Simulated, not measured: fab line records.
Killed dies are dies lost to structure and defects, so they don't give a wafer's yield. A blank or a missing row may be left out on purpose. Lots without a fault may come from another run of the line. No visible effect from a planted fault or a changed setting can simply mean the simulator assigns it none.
8D (eight disciplines) problem report, filled in by code -- flow nand_harc -- the parts of the form that need people (team, actions taken, sign-off) are left out

== 1. PROBLEM STATEMENT ==
Wafers with no fault read 2.9 % with a standard deviation of 1.2, whereas sort_bin_2_pct at NHARC_END_SORT_01 reads a mean of 96.0 % on 1 wafer of 1 lot. Measured from the usual mean, that is +78 standard deviations.
Seen first at day 29 15:11 on prober-01, wafer L333.3. The record holds 3 wafers of 1 lot with a number at this step. The rule behind "out" and "out of limits": a value lying over 4 standard deviations away from the usual mean. The rest of the wafers with a number are treated as sound.

== 2. WHAT IT IS, AND WHAT IT ISN'T ==
question,is,is not
which readings at this step,"sort_bin_2_pct, defect_limited_yield, killed_at_array, killed_dies, sort_n_pass, sort_rim_yield_pct, sort_yield_pct","killed_at_other, killed_at_periphery, killed_open, killed_short, sort_bin_3_pct, sort_bin_4_pct"
which lots,L333,-
which wafers of those lots,L333.3,"L333.1, L333.2"
read on which gauges,prober-01,-
when,from day 29 15:11,up to then (2 sound wafers)

== 3. SUSPECTS, AND WHAT RULES EACH OUT ==
Counting: any tool at a process step up to the reading remains a suspect provided it ran every lot that is out. Sound lots after the first of them don't rule it out here, since some wafers of a struck lot are sound.
- the gauge at NHARC_END_SORT_01: kept. All the wafers that are out were read on prober-01, and no step on other tools shows them out.
- pvd_sputter-03 at NHARC_A_M0_PVD_21 (deposits Cu, target thk 30 nm, time 20.49 s): kept. It ran the lot that is out, L333 (day 27 14:58).
- rtp_anneal-01 at NHARC_THIN_TSV_ANNEAL_52 (time 90 s): kept. It ran the lot that is out, L333 (day 29 02:19).
- rie_diel-06 at NHARC_THIN_TSV_DESCUM_35 (chemistry O2, time 3 s): kept. It ran the lot that is out, L333 (day 29 04:25).
Left after counting: pvd_sputter-03 at NHARC_A_M0_PVD_21, rtp_anneal-01 at NHARC_THIN_TSV_ANNEAL_52, rie_diel-06 at NHARC_THIN_TSV_DESCUM_35, prober-01 at NHARC_END_SORT_01.

== 4. THE CAUSE (what the simulator had put in) ==
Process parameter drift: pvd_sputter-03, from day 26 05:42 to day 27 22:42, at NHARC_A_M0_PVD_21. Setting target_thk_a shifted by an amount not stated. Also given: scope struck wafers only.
After counting, 4 suspects remain, this tool included.

== 5. THE CHAIN OF EFFECTS, in route order ==
Each row: a reading whose mean over the struck wafers that have a number lies more than 3 standard deviations from the usual. Scope: only readings with a usual standard deviation given in the record; hours: median across lots of the time from each lot's start at the first step in this table that gives one to its start at this step; sigmas: change in usual standard deviations.
hours,step,reading,usual,on struck wafers,change,sigmas
0,NHARC_END_SORT_01,defect_limited_yield,92.0 %,0.0,-92.0,-33
0,NHARC_END_SORT_01,killed_at_array,49,675,+626,+33
0,NHARC_END_SORT_01,killed_dies,54,677,+623,+33
0,NHARC_END_SORT_01,sort_bin_2_pct,2.9 %,96.0,+93.1,+78
0,NHARC_END_SORT_01,sort_n_pass,623,0,-623,-33
0,NHARC_END_SORT_01,sort_rim_yield_pct,91 %,0,-91,-19
0,NHARC_END_SORT_01,sort_yield_pct,92.0 %,0.0,-92.0,-33

== 6. HOW IT WOULD HAVE BEEN CAUGHT EARLIER ==
Counted from the fault's start at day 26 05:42, it took 81 hours until the first out-of-limits reading at a measuring or inspecting step in this record, taken at day 29 15:11.
An alarm limit of 4 standard deviations would not have fired on the tool readings at NHARC_A_M0_PVD_21 for which the record gives a usual standard deviation, since none of them was out on any struck wafer.
Lots out: 1; all had begun NHARC_A_M0_PVD_21 on pvd_sputter-03 by day 29 15:11. None of them would have been spared by holding the tool at that moment.
